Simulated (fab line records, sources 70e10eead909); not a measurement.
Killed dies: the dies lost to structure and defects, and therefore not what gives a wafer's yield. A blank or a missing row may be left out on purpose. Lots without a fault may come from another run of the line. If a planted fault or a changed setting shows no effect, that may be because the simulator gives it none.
Which tool did it?    flow nandHarc    Sampling: 12 lots, 36 wafers, 4 of 1302 route steps

WHAT THE GAUGES READ, wafer by wafer
NHARC_A_BONDPAD_THK_MEAS_20: measures by xrf. Usual: thkNm reads 169.7 nm (standard deviation 2).
lot   measured      on            thkNm (nm)         flag
L891  day 23 15:28  filmMetro-01  166.2 166.3 167.2  
L892  day 24 00:02  filmMetro-01  168.8 168.0 169.0  
L894  day 24 16:36  filmMetro-01  169.0 169.7 169.2  
L895  day 25 19:02  filmMetro-01  167.1 171.4 166.8  
L896  day 25 06:59  filmMetro-01  168.7 168.3 172.7  
L897  day 26 17:33  filmMetro-01  169.5 169.8 168.8  
L898  day 26 22:38  filmMetro-02  169.8 168.4 172.2  
L899  day 27 05:23  filmMetro-01  171.1 172.0 171.9  
L904  day 28 20:35  filmMetro-02  170.9 168.3 170.0  
L907  day 29 11:04  filmMetro-02  170.3 172.1 167.5  
L909  day 31 00:29  filmMetro-02  167.2 170.3 174.1  
L911  day 31 12:42  filmMetro-01  167.3 169.0 166.9  

NHARC_END_SORT_01. Usual: killedAtArray 57, standard deviation 21; killedAtOther 0.9, standard deviation 1.2; killedAtPeriphery 4.2, standard deviation 2.9; killedDies 62, standard deviation 21; killedOpen 3.2, standard deviation 1.8; killedShort 2.4, standard deviation 1.5.
lot   measured      on         killedAtArray  killedAtOther  killedAtPeriphery  killedDies  killedOpen  killedShort  flag
L909  day 32 05:08  prober-01  28 31 33       1 0 1          3 75 1             32 106 35   1 5 3       2 4 1        OFF
L911  day 33 01:40  prober-01  52 40 40       2 1 0          2 71 2             56 112 42   3 3 3       2 2 4        OFF

WHICH TOOL RAN EACH LOT (tool, then ch and the chambers of the sampled wafers, then the start)
lot   NHARC_P_CONTACT_STRIP_28           NHARC_A_BONDPAD_ETCH_34
L891  rieDiel-08 ch 1,3, day 6 07:22     rieDiel-06 ch 0,1,3, day 23 13:14
L892  rieDiel-11 ch 0,1,2, day 6 19:52   rieDiel-01 ch 0,2, day 23 21:46
L894  rieDiel-11 ch 0,1,3, day 7 16:30   rieDiel-12 ch 1,3, day 24 13:53
L895  rieDiel-08 ch 0,3, day 8 06:48     rieDiel-06 ch 1,3, day 25 16:47
L896  rieDiel-08 ch 0,1,3, day 8 08:52   rieDiel-12 ch 0,2,3, day 25 04:45
L897  rieDiel-11 ch 0,1,2, day 8 23:58   rieDiel-01 ch 1,3, day 26 15:16
L898  rieDiel-06 ch 0,2, day 9 15:55     rieDiel-01 ch 1,2,3, day 26 20:23
L899  rieDiel-06 ch 0,2,3, day 9 21:08   rieDiel-06 ch 0,1, day 27 03:02
L904  rieDiel-06 ch 0,1, day 11 20:28    rieDiel-12 ch 1,2,3, day 28 18:20
L907  rieDiel-11 ch 1,2, day 13 00:10    rieDiel-06 ch 0,2,3, day 29 08:46
L909  rieDiel-11 ch 0,1,3, day 13 22:32  rieDiel-06 ch 1,2, day 30 22:09
L911  rieDiel-11 ch 0,2,3, day 14 15:54  rieDiel-06 ch 1,2, day 31 10:27
- NHARC_P_CONTACT_STRIP_28: strips in O2.
- NHARC_A_BONDPAD_ETCH_34: etches the open film in N2/H2, target depth 60 nm, overetch 18 nm, time 65.91 s.

AS READ BY THE TOOLS THEMSELVES (means over the sampled wafers that have a number; for cases with no such wafer, the mark the record gives instead)
NHARC_P_CONTACT_STRIP_28. Usual: chamberPressureMTorr 60.00 mTorr (standard deviation 0.049); drypumpMotorCurrentA 5.6 A (standard deviation 0.41); mfcArSccm 0.006 sccm (standard deviation 0.0085); oesProductAu 1.003 a.u. (standard deviation 0.014); rfVppV 57.6 V (standard deviation 0.91); showerheadPlenumPTorr 3.48 Torr (standard deviation 0.16); throttleValvePct 17.036 % (standard deviation 0.009).
lot   tool        chamberPressureMTorr (mTorr)  drypumpMotorCurrentA (A)  mfcArSccm (sccm)  oesProductAu (a.u.)  rfVppV (V)  showerheadPlenumPTorr (Torr)  throttleValvePct (%)  flag
L891  rieDiel-08  60.00                         5.2                       0.019             0.990                57.5        3.56                          17.034                
L892  rieDiel-11  59.99                         5.8                       0.010             0.995                58.6        3.52                          17.038                
L894  rieDiel-11  59.94                         6.1                       0.005             1.000                58.2        3.55                          17.042                
L895  rieDiel-08  60.01                         5.7                       0.001             0.991                57.3        3.60                          17.038                
L896  rieDiel-08  59.99                         5.5                       0.010             0.992                57.7        3.54                          17.041                
L897  rieDiel-11  59.98                         5.8                       0.010             0.999                58.1        3.52                          17.038                
L898  rieDiel-06  60.00                         5.6                       0.000             1.011                57.1        3.31                          17.041                
L899  rieDiel-06  59.99                         5.6                       0.000             1.012                56.8        3.45                          17.034                
L904  rieDiel-06  59.97                         5.4                       0.004             1.004                57.6        3.38                          17.042                
L907  rieDiel-11  59.96                         6.1                       0.011             0.991                58.6        3.62                          17.030                
L909  rieDiel-11  59.98                         6.1                       0.005             0.994                57.8        3.54                          17.034                
L911  rieDiel-11  60.02                         5.7                       0.007             0.996                57.5        3.41                          17.043                

NHARC_A_BONDPAD_ETCH_34. Usual: chamberPressureMTorr 29.997 mTorr, standard deviation 0.027; drypumpMotorCurrentA 5.5 A, standard deviation 0.36; mfcArSccm 0.005 sccm, standard deviation 0.0084; oesProductAu 1.002 a.u., standard deviation 0.012; rfFwdPowerW 396.5 W, standard deviation 1.6; rfVppV 430 V, standard deviation 3.2; showerheadPlenumPTorr 2.02 Torr, standard deviation 0.11; throttleValvePct 14.171 %, standard deviation 0.01.
lot   tool        chamberPressureMTorr (mTorr)  drypumpMotorCurrentA (A)  mfcArSccm (sccm)  oesProductAu (a.u.)  rfFwdPowerW (W)  rfVppV (V)  showerheadPlenumPTorr (Torr)  throttleValvePct (%)  flag
L891  rieDiel-06  30.010                        5.4                       0.004             1.006                394.9            430         2.03                          14.167                
L892  rieDiel-01  29.986                        5.3                       0.006             0.992                398.4            429         1.98                          14.163                
L894  rieDiel-12  30.012                        6.2                       0.000             1.001                397.2            433         2.14                          14.176                
L895  rieDiel-06  29.980                        5.3                       0.007             0.997                394.8            431         2.08                          14.172                
L896  rieDiel-12  29.992                        5.6                       0.010             1.003                396.0            431         2.05                          14.167                
L897  rieDiel-01  29.986                        5.7                       0.005             1.002                396.9            428         1.97                          14.169                
L898  rieDiel-01  30.009                        5.5                       0.008             0.994                395.9            430         2.04                          14.175                
L899  rieDiel-06  30.006                        5.4                       0.004             0.996                394.1            428         1.94                          14.178                
L904  rieDiel-12  29.998                        5.8                       0.000             1.009                396.1            431         2.06                          14.165                
L907  rieDiel-06  29.989                        5.6                       0.000             1.003                396.4            428         1.99                          14.179                
L909  rieDiel-06  29.991                        5.3                       0.007             1.003                397.8            430         1.99                          14.161                
L911  rieDiel-06  29.983                        5.3                       0.007             1.000                396.0            429         1.99                          14.172                

THE ANSWER, worked out from the rows above alone
Rule: a lot counts as off when the mean over its wafers that have a number is more than 3 standard deviations away from the usual mean. A lot without any number at a reading at which 4 lots or more have one is off too. All remaining lots with rows at the step are treated as sound. After the gauges, taken in route order, come the tools' own readings; for these a lot's mean is taken, as printed above. At the first step where some lot is off, the reading lying furthest off is the one used; lots without a number count as furthest.
Off at NHARC_END_SORT_01 (killedAtPeriphery): L909, L911. Neither off nor sound, because the step has no rows for them: L891, L892, L894, L895, L896, L897, L898, L899, L904, L907.
A tool fits if, at a process step before that reading, it ran every lot that is off, and no sound lot after the first of them. Those tools and the gauges at NHARC_END_SORT_01 are tried in the same way. Can't be told from this: 3 tools fit, rieDiel-11 at NHARC_P_CONTACT_STRIP_28, rieDiel-06 at NHARC_A_BONDPAD_ETCH_34, prober-01 at NHARC_END_SORT_01.

WHAT HAD BEEN PUT IN BY THE SIMULATOR
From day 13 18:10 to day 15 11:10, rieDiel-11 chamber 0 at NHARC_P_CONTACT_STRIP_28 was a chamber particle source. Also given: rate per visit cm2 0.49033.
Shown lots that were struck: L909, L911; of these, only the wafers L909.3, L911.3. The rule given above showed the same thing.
